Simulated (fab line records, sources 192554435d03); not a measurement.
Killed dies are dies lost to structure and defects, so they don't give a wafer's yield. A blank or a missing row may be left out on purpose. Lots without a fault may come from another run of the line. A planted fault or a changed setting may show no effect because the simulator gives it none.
Chamber matching | flow n5_finfet | N5_DUMMY_GATE_STRIP_40 on rie_diel-05: 4 sister chambers
The step strips in CF4. 14 wafers are shown with their chamber, then 7 later ones without.

WAFERS WITH THEIR CHAMBER
wafer  | chamber | showerhead_plenum_p_Torr (Torr) | throttle_valve_pct (%) | oes_product_au (a.u.)
L076.1 | 2       | 1.84                            | 13.35                  | 0.96
L076.3 | 3       | 1.77                            | 13.83                  | 0.69
L076.6 | 3       | 1.77                            | 13.82                  | 0.69
L079.1 | 0       | 1.86                            | 13.74                  | 0.77
L079.3 | 3       | 1.77                            | 13.83                  | 0.68
L079.4 | 2       | 1.84                            | 13.34                  | 0.95
L082.1 | 2       | 1.84                            | 13.35                  | 0.93
L082.3 | 1       | 1.80                            | 13.46                  | 0.76
L082.5 | 1       | 1.80                            | 13.47                  | 0.76
L085.3 | 2       | 1.84                            | 13.38                  | 0.92
L085.5 | 2       | 1.84                            | 13.38                  | 0.92
L085.6 | 0       | 1.85                            | 13.79                  | 0.76
L086.1 | 0       | 1.85                            | 13.78                  | 0.75
L086.3 | 3       | 1.77                            | 13.27                  | 0.94

SIGNATURES (means of the wafers above)
reading                  | chamber 0 | chamber 1 | chamber 2 | chamber 3 | scatter within a chamber
showerhead_plenum_p_Torr | 1.8533    | 1.8000    | 1.8400    | 1.7700    | 0.00258
throttle_valve_pct       | 13.7700   | 13.4650   | 13.3600   | 13.6875   | 0.153
oes_product_au           | 0.7600    | 0.7600    | 0.9360    | 0.7500    | 0.0705
Rule: a wafer's distance from a chamber is the root of the sum, over the readings, of the square of ((its reading less the chamber's mean) divided by the reading's scatter). The wafer belongs to the nearest chamber; if the next one is less than 2 further off, it can't be placed. The scatter: the root of (the sum of the squares of (reading less its chamber's mean) over the shown wafers, divided by (wafers less chambers)).

WAFERS WITHOUT THEIR CHAMBER
wafer  | showerhead_plenum_p_Torr (Torr) | throttle_valve_pct (%) | oes_product_au (a.u.)
L086.4 | 1.80                            | 13.50                  | 0.75
L093.3 | 1.85                            | 13.80                  | 0.74
L093.4 | 1.76                            | 13.30                  | 0.92
L093.6 | 1.85                            | 13.81                  | 0.75
L097.1 | 1.83                            | 13.43                  | 0.90
L097.2 | 1.79                            | 13.54                  | 0.73
L097.3 | 1.76                            | 13.32                  | 0.89

WHICH CHAMBER EACH WENT THROUGH
wafer  | from the rows above | in truth
L086.4 | 1                   | 1
L093.3 | 0                   | 0
L093.4 | 3                   | 3
L093.6 | 0                   | 0
L097.1 | 2                   | 2
L097.2 | 1                   | 1
L097.3 | 3                   | 3
Placed correctly: 7 of 7. Can't be placed from these rows: 0. Placed wrongly: 0.
